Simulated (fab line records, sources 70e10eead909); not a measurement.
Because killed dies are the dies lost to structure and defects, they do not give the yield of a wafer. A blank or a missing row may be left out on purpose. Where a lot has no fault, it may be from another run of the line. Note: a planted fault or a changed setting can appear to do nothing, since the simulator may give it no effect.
fab line records :: flow nandHarc
[record]
  lots = 5
  wafers = 15
  lastDay = 32
route steps=1302 shown P_GATE@155 END@1302
lots with no fault: from the same line, run without faults
startH: hours from the record's first day to the start of the lot's first wafer shown :: waitH: hours elapsed since this lot's preceding step :: " unchanged from the row above :: L1.1+2: a single row standing in for several wafers :: - value missing, or start not given :: * or withheld: withheld :: < > ~ a bound
route shown NAME@n: names a module that has steps shown in the file, with the first one's number in the route :: usual: mean and standard deviation over wafers with no fault :: same: alike in all rows :: chamber/n: place in a boat :: sites: each site's reading :: _std_site: standard deviation of those values :: _edge_site: the outer-site mean with the inner-site mean subtracted :: radiusMm: how far each site lies from the wafer's centre :: mask NAME#n: copy n :: behind: tool/chamber where the wafer was last shaped :: hold: what put the lot on hold/how long, in hours/how the hold closed :: device: transistor that didn't switch, given as n, p or np :: end of line: the route-end tests of the same wafers :: a step with no rows: only its recipe :: killed: count of dies lost to structure and defects at first sort (not the wafer's yield) :: map: shows each die of a wafer: x if killed, . if not, _ if none is there
set.NAME: the setting that was run; set.NAME@STEP: the one run at that earlier step :: model.NAME: the simulator's own value behind a step, which no gauge read
lots at some steps of the route; a table a step, a row a wafer
services: when a tool's chamber went out of use (startH, in hours from the record's first day, below 0 if earlier), for how many hours, and the reason
[[steps]]
[step NHARC_P_GATE_ALD_36]
[recipe]
  targetThkA = 200
  pulseTimeS = 60
  aldCycles = 223
  tempC = 400
  material = SiNx
[usual]
  heaterPowerW = 820/87
  precursorPulseHeightRel = 0.999/0.019
lot.wafer: L162.4
tool: aldSin-03
chamber: 0
startH: 114.65
waitH: -
heaterPowerW: 908
precursorPulseHeightRel: 0.996

lot.wafer: L162.3
tool: aldSin-03
chamber: 1
startH: 115.71
waitH: -
heaterPowerW: 753
precursorPulseHeightRel: 0.990

lot.wafer: L162.6
tool: aldSin-03
chamber: 0
startH: 118.89
waitH: -
heaterPowerW: 907
precursorPulseHeightRel: 0.997

lot.wafer: L167.2
tool: aldSin-01
chamber: 2
startH: 161.47
waitH: -
heaterPowerW: 709
precursorPulseHeightRel: 0.994

lot.wafer: L167.3
tool: aldSin-01
chamber: 0
startH: 163.60
waitH: -
heaterPowerW: 749
precursorPulseHeightRel: 0.983

lot.wafer: L167.5
tool: aldSin-01
chamber: 1
startH: 164.66
waitH: -
heaterPowerW: 787
precursorPulseHeightRel: 0.992

lot.wafer: L175.1
tool: aldSin-01
chamber: 1
startH: 242.71
waitH: -
heaterPowerW: 771
precursorPulseHeightRel: 0.969

lot.wafer: L175.4
tool: aldSin-01
chamber: 2
startH: 243.76
waitH: -
heaterPowerW: 645
precursorPulseHeightRel: 1.001

lot.wafer: L175.5
tool: aldSin-01
chamber: 1
startH: 246.93
waitH: -
heaterPowerW: 777
precursorPulseHeightRel: 0.972

lot.wafer: L179.2
tool: aldSin-03
chamber: 3
startH: 279.31
waitH: -
heaterPowerW: 906
precursorPulseHeightRel: 1.008

lot.wafer: L179.3
tool: aldSin-03
chamber: 0
startH: 280.38
waitH: -
heaterPowerW: 924
precursorPulseHeightRel: 0.992

lot.wafer: L179.6
tool: aldSin-03
chamber: 2
startH: 282.53
waitH: -
heaterPowerW: 688
precursorPulseHeightRel: 1.035

lot.wafer: L181.1
tool: aldSin-01
chamber: 2
startH: 305.30
waitH: -
heaterPowerW: 648
precursorPulseHeightRel: 1.010

lot.wafer: L181.4
tool: aldSin-01
chamber: 0
startH: 307.41
waitH: -
heaterPowerW: 809
precursorPulseHeightRel: 1.015

lot.wafer: L181.6
tool: aldSin-01
chamber: 2
startH: 309.52
waitH: -
heaterPowerW: 634
precursorPulseHeightRel: 0.999
[step NHARC_P_GATE_ETCHBACK_37]
[recipe]
  targetDepthA = 345
  timeS = 17.2
  chf3FlowSccm = 50
  o2FlowSccm = 10
  arFlowSccm = 200
  rfW = 500
  biasW = 200
  chemistry = CHF3/O2
[usual]
  drypumpMotorCurrentA = 5.8/0.4
  oesProductAu = 0.941/0.03
  rfFwdPowerW = 488.9/2.2
  rfVppV = 370.4/2.2
  showerheadPlenumPTorr = 2.40/0.098
  throttleValvePct = 20.571/0.0086
lot.wafer: L162.4
tool: rieDiel-06
chamber: 1
startH: -
waitH: -
drypumpMotorCurrentA: 5.9
oesProductAu: 0.931
rfFwdPowerW: 490.4
rfHoursCounterH: 7.3
rfVppV: 369.6
showerheadPlenumPTorr: 2.28
throttleValvePct: 20.573

lot.wafer: L162.3
tool: rieDiel-06
chamber: 3
startH: -
waitH: -
drypumpMotorCurrentA: 5.5
oesProductAu: 0.941
rfFwdPowerW: 487.0
rfHoursCounterH: 7.9
rfVppV: 371.7
showerheadPlenumPTorr: 2.46
throttleValvePct: 20.563

lot.wafer: L162.6
tool: rieDiel-06
chamber: 2
startH: -
waitH: -
drypumpMotorCurrentA: 5.9
oesProductAu: 0.934
rfFwdPowerW: 487.7
rfHoursCounterH: -
rfVppV: 369.1
showerheadPlenumPTorr: 2.36
throttleValvePct: 20.575

lot.wafer: L167.2
tool: rieDiel-02
chamber: 2
startH: -
waitH: -
drypumpMotorCurrentA: 5.9
oesProductAu: 0.939
rfFwdPowerW: 487.9
rfHoursCounterH: 6.5
rfVppV: 368.7
showerheadPlenumPTorr: 2.31
throttleValvePct: 20.557

lot.wafer: L167.3
tool: rieDiel-02
chamber: 3
startH: -
waitH: -
drypumpMotorCurrentA: 5.8
oesProductAu: 0.942
rfFwdPowerW: 486.8
rfHoursCounterH: 5.3
rfVppV: 370.6
showerheadPlenumPTorr: 2.45
throttleValvePct: 20.570

lot.wafer: L167.5
tool: rieDiel-02
chamber: 2
startH: -
waitH: -
drypumpMotorCurrentA: 5.9
oesProductAu: 0.946
rfFwdPowerW: 489.1
rfHoursCounterH: -
rfVppV: 367.5
showerheadPlenumPTorr: 2.31
throttleValvePct: 20.554

lot.wafer: L175.1
tool: rieDiel-02
chamber: 2
startH: -
waitH: -
drypumpMotorCurrentA: 5.9
oesProductAu: 0.908
rfFwdPowerW: 485.7
rfHoursCounterH: 2.3
rfVppV: 367.5
showerheadPlenumPTorr: 2.31
throttleValvePct: 20.568

lot.wafer: L175.4
tool: rieDiel-02
chamber: 3
startH: -
waitH: -
drypumpMotorCurrentA: 5.8
oesProductAu: 0.924
rfFwdPowerW: 491.6
rfHoursCounterH: 1.8
rfVppV: 370.4
showerheadPlenumPTorr: 2.45
throttleValvePct: 20.575

lot.wafer: L175.5
tool: rieDiel-02
chamber: 1
startH: -
waitH: -
drypumpMotorCurrentA: 5.6
oesProductAu: 0.911
rfFwdPowerW: 488.2
rfHoursCounterH: -
rfVppV: 370.6
showerheadPlenumPTorr: 2.48
throttleValvePct: 20.568

lot.wafer: L179.3
tool: rieDiel-13
chamber: 0
startH: -
waitH: -
drypumpMotorCurrentA: 5.2
oesProductAu: 0.922
rfFwdPowerW: 485.4
rfHoursCounterH: 4.9
rfVppV: 373.3
showerheadPlenumPTorr: 2.46
throttleValvePct: 20.591

lot.wafer: L179.2
tool: rieDiel-13
chamber: 3
startH: -
waitH: -
drypumpMotorCurrentA: 6.5
oesProductAu: 0.947
rfFwdPowerW: 490.6
rfHoursCounterH: 4.9
rfVppV: 368.1
showerheadPlenumPTorr: 2.29
throttleValvePct: 20.568

lot.wafer: L179.6
tool: rieDiel-13
chamber: 1
startH: -
waitH: -
drypumpMotorCurrentA: 5.7
oesProductAu: 0.933
rfFwdPowerW: 493.3
rfHoursCounterH: -
rfVppV: 369.3
showerheadPlenumPTorr: 2.38
throttleValvePct: 20.576

lot.wafer: L181.1
tool: rieDiel-13
chamber: 1
startH: -
waitH: -
drypumpMotorCurrentA: 5.8
oesProductAu: 0.999
rfFwdPowerW: 493.0
rfHoursCounterH: 5.7
rfVppV: 370.6
showerheadPlenumPTorr: 2.38
throttleValvePct: 20.556

lot.wafer: L181.4
tool: rieDiel-13
chamber: 3
startH: -
waitH: -
drypumpMotorCurrentA: 6.5
oesProductAu: 1.022
rfFwdPowerW: 486.2
rfHoursCounterH: 5.7
rfVppV: 368.1
showerheadPlenumPTorr: 2.29
throttleValvePct: 20.572

lot.wafer: L181.6
tool: rieDiel-13
chamber: 0
startH: -
waitH: -
drypumpMotorCurrentA: 5.3
oesProductAu: 0.992
rfFwdPowerW: 489.5
rfHoursCounterH: -
rfVppV: 369.9
showerheadPlenumPTorr: 2.46
throttleValvePct: 20.572
[step NHARC_P_GATE_STRIP_101]
[recipe]
  timeS = 20
  o2FlowSccm = 500
  arFlowSccm = 0
  biasW = 0
  chemistry = O2
[usual]
  drypumpMotorCurrentA = 5.9/0.39
  oesProductAu = 1.001/0.0095
  rfVppV = 57.9/0.86
  showerheadPlenumPTorr = 3.53/0.15
  throttleValvePct = 17.037/0.0086
lot.wafer: L162.3
tool: rieDiel-06
chamber: 3
startH: 123.21
waitH: 0.1
drypumpMotorCurrentA: 5.4
oesProductAu: 1.005
rfHoursCounterH: 7.9
rfVppV: 58.0
showerheadPlenumPTorr: 3.61
throttleValvePct: 17.041

lot.wafer: L162.4
tool: rieDiel-06
chamber: 1
startH: 123.21
waitH: 0.1
drypumpMotorCurrentA: 5.9
oesProductAu: 1.005
rfHoursCounterH: 7.3
rfVppV: 58.1
showerheadPlenumPTorr: 3.35
throttleValvePct: 17.040

lot.wafer: L162.6
tool: rieDiel-06
chamber: 3
startH: 123.21
waitH: 0.1
drypumpMotorCurrentA: 5.4
oesProductAu: 1.000
rfHoursCounterH: -
rfVppV: 58.5
showerheadPlenumPTorr: 3.61
throttleValvePct: 17.042

lot.wafer: L167.2
tool: rieDiel-02
chamber: 0
startH: 170.07
waitH: 0.1
drypumpMotorCurrentA: 5.7
oesProductAu: 1.005
rfHoursCounterH: 5.5
rfVppV: 58.2
showerheadPlenumPTorr: 3.73
throttleValvePct: 17.035

lot.wafer: L167.3
tool: rieDiel-02
chamber: 1
startH: 170.07
waitH: 0.1
drypumpMotorCurrentA: 5.6
oesProductAu: 0.994
rfHoursCounterH: 6.2
rfVppV: 58.1
showerheadPlenumPTorr: 3.65
throttleValvePct: 17.054

lot.wafer: L167.5
tool: rieDiel-02
chamber: 3
startH: 170.07
waitH: 0.1
drypumpMotorCurrentA: 5.8
oesProductAu: 1.002
rfHoursCounterH: -
rfVppV: 58.0
showerheadPlenumPTorr: 3.60
throttleValvePct: 17.042

lot.wafer: L175.1
tool: rieDiel-02
chamber: 2
startH: 251.26
waitH: 0.1
drypumpMotorCurrentA: 5.9
oesProductAu: 0.984
rfHoursCounterH: 2.3
rfVppV: 57.3
showerheadPlenumPTorr: 3.40
throttleValvePct: 17.022

lot.wafer: L175.4
tool: rieDiel-02
chamber: 3
startH: 251.26
waitH: 0.1
drypumpMotorCurrentA: 5.8
oesProductAu: 0.989
rfHoursCounterH: 1.8
rfVppV: 57.6
showerheadPlenumPTorr: 3.60
throttleValvePct: 17.023

lot.wafer: L175.5
tool: rieDiel-02
chamber: 1
startH: 251.26
waitH: 0.1
drypumpMotorCurrentA: 5.6
oesProductAu: 0.997
rfHoursCounterH: -
rfVppV: 58.8
showerheadPlenumPTorr: 3.65
throttleValvePct: 17.042

lot.wafer: L179.2
tool: rieDiel-13
chamber: 3
startH: 286.87
waitH: 0.1
drypumpMotorCurrentA: 6.5
oesProductAu: 1.011
rfHoursCounterH: 4.9
rfVppV: 58.0
showerheadPlenumPTorr: 3.37
throttleValvePct: 17.035

lot.wafer: L179.3
tool: rieDiel-13
chamber: 2
startH: 286.87
waitH: 0.1
drypumpMotorCurrentA: 5.4
oesProductAu: 0.982
rfHoursCounterH: 3.3
rfVppV: 58.1
showerheadPlenumPTorr: 3.77
throttleValvePct: 17.024

lot.wafer: L179.6
tool: rieDiel-13
chamber: 0
startH: 286.87
waitH: 0.1
drypumpMotorCurrentA: 5.3
oesProductAu: 1.000
rfHoursCounterH: -
rfVppV: 58.2
showerheadPlenumPTorr: 3.61
throttleValvePct: 17.020

lot.wafer: L181.1
tool: rieDiel-13
chamber: 1
startH: 314.90
waitH: 0.1
drypumpMotorCurrentA: 5.8
oesProductAu: 0.986
rfHoursCounterH: 5.7
rfVppV: 57.4
showerheadPlenumPTorr: 3.50
throttleValvePct: 17.037

lot.wafer: L181.4
tool: rieDiel-13
chamber: 2
startH: 314.90
waitH: 0.1
drypumpMotorCurrentA: 5.4
oesProductAu: 0.986
rfHoursCounterH: 4.2
rfVppV: 59.4
showerheadPlenumPTorr: 3.77
throttleValvePct: 17.041

lot.wafer: L181.6
tool: rieDiel-13
chamber: 1
startH: 314.90
waitH: 0.1
drypumpMotorCurrentA: 5.8
oesProductAu: 0.990
rfHoursCounterH: -
rfVppV: 59.5
showerheadPlenumPTorr: 3.50
throttleValvePct: 17.023
[step NHARC_P_GATE_PRECLEAN_97]
[recipe]
  timeS = 600
  tempC = 120
  chemistry = SPM
[step NHARC_P_GATE_SRD_98]
[step NHARC_P_GATE_PRECLEAN_99]
[recipe]
  timeS = *
  tempC = 50
  bathAgeMin = 0
  chemistry = SC1
[step NHARC_P_GATE_SRD_100]
[step NHARC_P_GATE_DEHYDRATE_38]
[recipe]
  tempC = 150
  timeS = 120
[step NHARC_P_GATE_HMDS_39]
[recipe]
  timeS = 30
[step NHARC_P_GATE_COAT_40]
[recipe]
  spinRpm = 3000
[step NHARC_P_GATE_SOFTBAKE_41]
[recipe]
  tempC = 122
  timeS = 95
[step NHARC_P_GATE_EBR_42]
[step NHARC_P_GATE_EXPOSE_43]
[recipe]
  na = 0.6
  targetCdNm = 720
  doseMj = 14.81
  maskId = P_NSD
[usual]
  stageVelMmS = 499.95/0.24
lot.wafer: L162.3
tool: krfScanner-02
chamber: 0
startH: 123.99
waitH: -
mask: P_NSD#0
stageVelMmS: 500.13

lot.wafer: L162.4
tool: krfScanner-02
chamber: 0
startH: 123.99
waitH: -
mask: P_NSD#0
stageVelMmS: 500.02

lot.wafer: L162.6
tool: krfScanner-02
chamber: 0
startH: 123.99
waitH: -
mask: P_NSD#0
stageVelMmS: 499.63

lot.wafer: L167.2
tool: krfScanner-03
chamber: 0
startH: 170.70
waitH: -
mask: P_PSD#0
stageVelMmS: 500.00

lot.wafer: L167.3
tool: krfScanner-03
chamber: 0
startH: 170.70
waitH: -
mask: P_PSD#0
stageVelMmS: 500.17

lot.wafer: L167.5
tool: krfScanner-03
chamber: 0
startH: 170.70
waitH: -
mask: P_PSD#0
stageVelMmS: 499.82

lot.wafer: L175.1
tool: krfScanner-03
chamber: 0
startH: 252.02
waitH: -
mask: P_NSD#0
stageVelMmS: 500.00

lot.wafer: L175.4
tool: krfScanner-03
chamber: 0
startH: 252.02
waitH: -
mask: P_NSD#0
stageVelMmS: 499.69

lot.wafer: L175.5
tool: krfScanner-03
chamber: 0
startH: 252.02
waitH: -
mask: P_NSD#0
stageVelMmS: 499.99

lot.wafer: L179.2
tool: krfScanner-02
chamber: 0
startH: 287.53
waitH: -
mask: P_NSD#0
stageVelMmS: 499.97

lot.wafer: L179.3
tool: krfScanner-02
chamber: 0
startH: 287.53
waitH: -
mask: P_NSD#0
stageVelMmS: 499.93

lot.wafer: L179.6
tool: krfScanner-02
chamber: 0
startH: 287.53
waitH: -
mask: P_NSD#0
stageVelMmS: 499.79

lot.wafer: L181.1
tool: krfScanner-02
chamber: 0
startH: 315.55
waitH: -
mask: P_NSD#0
stageVelMmS: 499.97

lot.wafer: L181.4
tool: krfScanner-02
chamber: 0
startH: 315.55
waitH: -
mask: P_NSD#0
stageVelMmS: 500.11

lot.wafer: L181.6
tool: krfScanner-02
chamber: 0
startH: 315.55
waitH: -
mask: P_NSD#0
stageVelMmS: 499.77
[step NHARC_P_GATE_PEB_44]
[recipe]
  pebTempC = 118
  pebTimeS = 85
[step NHARC_P_GATE_DEVELOP_45]
[recipe]
  timeS = 70
[step NHARC_P_GATE_CD_MEAS_46]
[recipe]
  targetCdNm = 720
  landingEnergyEv = 500
[usual]
  cdNm = 718.8/1.4
lot.wafer: L162.3
tool: cdSem-01
chamber: 0
startH: 124.14
waitH: -
cdNm: 718.4

lot.wafer: L162.4
tool: cdSem-01
chamber: 0
startH: 124.14
waitH: -
cdNm: 718.0

lot.wafer: L162.6
tool: cdSem-01
chamber: 0
startH: 124.14
waitH: -
cdNm: 717.6

lot.wafer: L167.2
tool: cdSem-03
chamber: 0
startH: 170.86
waitH: -
cdNm: -

lot.wafer: L167.3
tool: cdSem-03
chamber: 0
startH: 170.86
waitH: -
cdNm: -

lot.wafer: L167.5
tool: cdSem-03
chamber: 0
startH: 170.86
waitH: -
cdNm: -

lot.wafer: L175.1
tool: cdSem-03
chamber: 0
startH: 252.18
waitH: -
cdNm: 719.0

lot.wafer: L175.4
tool: cdSem-03
chamber: 0
startH: 252.18
waitH: -
cdNm: 719.0

lot.wafer: L175.5
tool: cdSem-03
chamber: 0
startH: 252.18
waitH: -
cdNm: 719.6

lot.wafer: L179.2
tool: cdSem-02
chamber: 0
startH: 287.68
waitH: -
cdNm: 717.9

lot.wafer: L179.3
tool: cdSem-02
chamber: 0
startH: 287.68
waitH: -
cdNm: 716.9

lot.wafer: L179.6
tool: cdSem-02
chamber: 0
startH: 287.68
waitH: -
cdNm: 717.9

lot.wafer: L181.1
tool: cdSem-01
chamber: 0
startH: 315.70
waitH: -
cdNm: 720.0

lot.wafer: L181.4
tool: cdSem-01
chamber: 0
startH: 315.70
waitH: -
cdNm: 719.7

lot.wafer: L181.6
tool: cdSem-01
chamber: 0
startH: 315.70
waitH: -
cdNm: 718.9
[step NHARC_P_GATE_HARDBAKE_47]
[recipe]
  tempC = 125
  timeS = 80
[step NHARC_END_SORT_01]
[recipe]
  tempC = 25
[usual]
  killedAtArray = 59/20
  killedAtOther = 0.8/1
  killedAtPeriphery = 3.2/2.1
  killedDies = 63/21
  killedOpen = 3.0/1.9
  killedShort = 2.3/1.5
[same]
  grossDies = 677
lot.wafer: L167.2
tool: prober-01
chamber: 0
startH: 638.29
waitH: 2.8
killedAtArray: 69
killedAtOther: 0
killedAtPeriphery: 608
killedDies: 677
killedOpen: 4
killedShort: 3

lot.wafer: L167.3
tool: prober-01
chamber: 0
startH: 639.08
waitH: 3.1
killedAtArray: 69
killedAtOther: 0
killedAtPeriphery: 608
killedDies: 677
killedOpen: 1
killedShort: 1

lot.wafer: L167.5
tool: prober-01
chamber: 0
startH: 640.68
waitH: 3.7
killedAtArray: 57
killedAtOther: 1
killedAtPeriphery: 619
killedDies: 677
killedOpen: 1
killedShort: 3

lot.wafer: L175.1
tool: prober-01
chamber: 0
startH: 701.43
waitH: 2.5
killedAtArray: 65
killedAtOther: 0
killedAtPeriphery: 6
killedDies: 71
killedOpen: 2
killedShort: 0

lot.wafer: L175.4
tool: prober-01
chamber: 0
startH: 703.84
waitH: 3.4
killedAtArray: 66
killedAtOther: 0
killedAtPeriphery: 3
killedDies: 69
killedOpen: 3
killedShort: 4

lot.wafer: L175.5
tool: prober-01
chamber: 0
startH: 704.64
waitH: 3.7
killedAtArray: 67
killedAtOther: 1
killedAtPeriphery: 1
killedDies: 69
killedOpen: 4
killedShort: 2
// killed by level:class
L167.2 P_GATE:areaExpose=607 A_SLIT:chamberFilmFlake=31 A_CHANNEL_HOLE_D1:chamberFilmFlake=10 A_CHANNEL_HOLE_D2:chamberFilmFlake=7 A_CONTACT:chamberFilmFlake=7 A_STAIRCASE:chamberFilmFlake=2 A_WL_FILL:chamberFilmFlake=2 A_SOURCE_PLATE:geometricParticle:open=1
L167.3 P_GATE:areaExpose=605 A_SLIT:chamberFilmFlake=35 A_CHANNEL_HOLE_D2:chamberFilmFlake=15 A_CONTACT:chamberFilmFlake=6 A_STAIRCASE:chamberFilmFlake=5 A_CHANNEL_HOLE_D1:chamberFilmFlake=3 A_SGD_CUT:chamberFilmFlake=3 P_CONTACT:geometricParticle:open=1
L167.5 P_GATE:areaExpose=616 A_SLIT:chamberFilmFlake=30 A_CHANNEL_HOLE_D2:chamberFilmFlake=7 A_CONTACT:chamberFilmFlake=7 A_CHANNEL_HOLE_D1:chamberFilmFlake=4 A_SGD_CUT:chamberFilmFlake=4 A_WL_FILL:chamberFilmFlake=2 P_M0:geometricParticle:short=1
L175.1 A_CHANNEL_HOLE_D1:chamberFilmFlake=29 A_CHANNEL_HOLE_D2:chamberFilmFlake=22 A_CONTACT:chamberFilmFlake=8 P_GATE:chamberFilmFlake=3 P_M0:chamberFilmFlake=2 A_SLIT:chamberFilmFlake=2 A_CHANNEL_FILL_D2:geometricParticle:open=1 A_BLC:geometricParticle:open=1
L175.4 A_CHANNEL_HOLE_D1:chamberFilmFlake=27 A_CHANNEL_HOLE_D2:chamberFilmFlake=19 A_CONTACT:chamberFilmFlake=6 A_SLIT:chamberFilmFlake=4 A_SGD_CUT:geometricParticle:short=2 P_M0:chamberFilmFlake=2 A_CHANNEL_FILL_D1:chamberFilmFlake=2 A_CHANNEL_HOLE_D1:geometricParticle:short=1
L175.5 A_CHANNEL_HOLE_D1:chamberFilmFlake=28 A_CHANNEL_HOLE_D2:chamberFilmFlake=20 A_CONTACT:chamberFilmFlake=6 A_SLIT:chamberFilmFlake=4 A_CHANNEL_FILL_D1:geometricParticle:open=2 A_CHANNEL_FILL_D1:chamberFilmFlake=2 A_WL_FILL:chamberFilmFlake=2 A_DECK1_JOINT:geometricParticle:short=1
// map L167.2 (x killed, . not)
____________x____________
_________xxxxxxx_________
_______xxxxxxxxxxx_______
______xxxxxxxxxxxxx______
_____xxxxxxxxxxxxxxx_____
____xxxxxxxxxxxxxxxxx____
____xxxxxxxxxxxxxxxxx____
___xxxxxxxxxxxxxxxxxxx___
___xxxxxxxxxxxxxxxxxxx___
__xxxxxxxxxxxxxxxxxxxxx__
__xxxxxxxxxxxxxxxxxxxxx__
_xxxxxxxxxxxxxxxxxxxxxxx_
_xxxxxxxxxxxxxxxxxxxxxxx_
_xxxxxxxxxxxxxxxxxxxxxxx_
_xxxxxxxxxxxxxxxxxxxxxxx_
_xxxxxxxxxxxxxxxxxxxxxxx_
xxxxxxxxxxxxxxxxxxxxxxxxx
xxxxxxxxxxxxxxxxxxxxxxxxx
xxxxxxxxxxxxxxxxxxxxxxxxx
xxxxxxxxxxxxxxxxxxxxxxxxx
xxxxxxxxxxxxxxxxxxxxxxxxx
_xxxxxxxxxxxxxxxxxxxxxxx_
_xxxxxxxxxxxxxxxxxxxxxxx_
_xxxxxxxxxxxxxxxxxxxxxxx_
_xxxxxxxxxxxxxxxxxxxxxxx_
_xxxxxxxxxxxxxxxxxxxxxxx_
__xxxxxxxxxxxxxxxxxxxxx__
__xxxxxxxxxxxxxxxxxxxxx__
___xxxxxxxxxxxxxxxxxxx___
___xxxxxxxxxxxxxxxxxxx___
____xxxxxxxxxxxxxxxxx____
____xxxxxxxxxxxxxxxxx____
_____xxxxxxxxxxxxxxx_____
______xxxxxxxxxxxxx______
_______xxxxxxxxxxx_______
_________xxxxxxx_________
____________x____________
// map L175.1 (x killed, . not)
____________.____________
_________......._________
_______..........._______
______...........xx______
_____..............._____
____.............x.xx____
____.x...........x.xx____
___.............x.xxxx___
___.........x....xxxxx___
__.................xx..__
__..................x..__
_..................x...._
_..................x...._
_....................x.._
_.......x.x...x....x...._
_........x....x..x.x...._
........xxx..x....x......
......xx.xxx.........x..x
.......x.x..x.....x......
.......xx...............x
.......x..xx.........x...
_........xx....x........_
_.........x............x_
_......................._
_......................._
_......................._
__............xx.......__
__.....................__
___..........x........___
___..........x........___
____.................____
____........x.....x..____
_____..............._____
______...x.x.......______
_______..........._______
_________......x_________
____________.____________
[[services]]
tool: krfScanner-02
chamber: -
startH: 94.00
hours: 4.0
kind: pm

tool: rieDiel-06
chamber: 1
startH: 105.97
hours: 3.8
kind: repair

tool: aldSin-01
chamber: 0
startH: 115.77
hours: 2.3
kind: repair

tool: rieDiel-02
chamber: -
startH: 115.84
hours: 0.9
kind: repair

tool: rieDiel-13
chamber: 0
startH: 119.54
hours: 2.7
kind: repair

tool: rieDiel-02
chamber: -
startH: 120.18
hours: 4.4
kind: repair

tool: rieDiel-06
chamber: -
startH: 130.20
hours: 9.0
kind: pm

tool: rieDiel-02
chamber: 1
startH: 138.80
hours: 16.8
kind: repair

tool: krfScanner-03
chamber: -
startH: 153.61
hours: 0.4
kind: repair

tool: aldSin-03
chamber: 3
startH: 154.14
hours: 5.1
kind: repair

tool: rieDiel-13
chamber: -
startH: 165.00
hours: 9.0
kind: pm

tool: aldSin-03
chamber: -
startH: 170.00
hours: 10.0
kind: pm

tool: rieDiel-02
chamber: 2
startH: 200.61
hours: 24.7
kind: repair

tool: rieDiel-13
chamber: 2
startH: 201.24
hours: 54.4
kind: repair

tool: krfScanner-02
chamber: -
startH: 210.62
hours: 0.6
kind: repair

tool: aldSin-01
chamber: -
startH: 214.87
hours: 10.0
kind: pm

tool: rieDiel-02
chamber: -
startH: 216.70
hours: 9.0
kind: pm

tool: rieDiel-13
chamber: -
startH: 222.33
hours: 19.4
kind: repair

tool: krfScanner-02
chamber: -
startH: 223.61
hours: 37.9
kind: repair

tool: krfScanner-03
chamber: -
startH: 224.00
hours: 4.0
kind: pm

tool: krfScanner-02
chamber: -
startH: 266.00
hours: 4.0
kind: pm

tool: rieDiel-02
chamber: 1
startH: 296.97
hours: 14.7
kind: repair

tool: rieDiel-13
chamber: -
startH: 296.98
hours: 0.4
kind: repair

tool: rieDiel-02
chamber: 3
startH: 303.30
hours: 1.6
kind: repair
[[key]]
[firstSign]
  step = NHARC_P_GATE_EXPOSE_43
  reading = mask
  direction = changed
[effect]
  step = NHARC_P_GATE_CD_MEAS_46
  reading = cdNm
  direction = missing
[effect]
  step = NHARC_END_SORT_01
  reading = killedAtPeriphery
  direction = up
  sigmas = 99+
  usual = 3.2
  struck = 611.7
[moreKillsBornAt]
  NHARC_P_GATE_EXPOSE_43@krfScanner-03 = 1828
metAt NHARC_P_GATE_EXPOSE_43
struckWafers L167.2,L167.3,L167.5
laterRowsLeftOut L167.2,L167.3,L167.5
testerLeftOut L167
[fault]
  kind = wrongMask
  tool = any
  chamber = -
  onsetH = 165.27
  steps = NHARC_P_GATE_EXPOSE_43
  auxCopy = P_PSD#0
  scope = struckLotsOnly
// testerLeftOut: of these lots the tester's yield and bins aren't shown, on N5 and GAA mostly nor the transistor test; their killed dies are dies lost to structure and defects alone, not to doping, threshold or leakage, so they don't give the yield
// laterRowsLeftOut: the simulator's readings of these wafers behind a module that went badly wrong aren't trusted and aren't shown, but for the sort
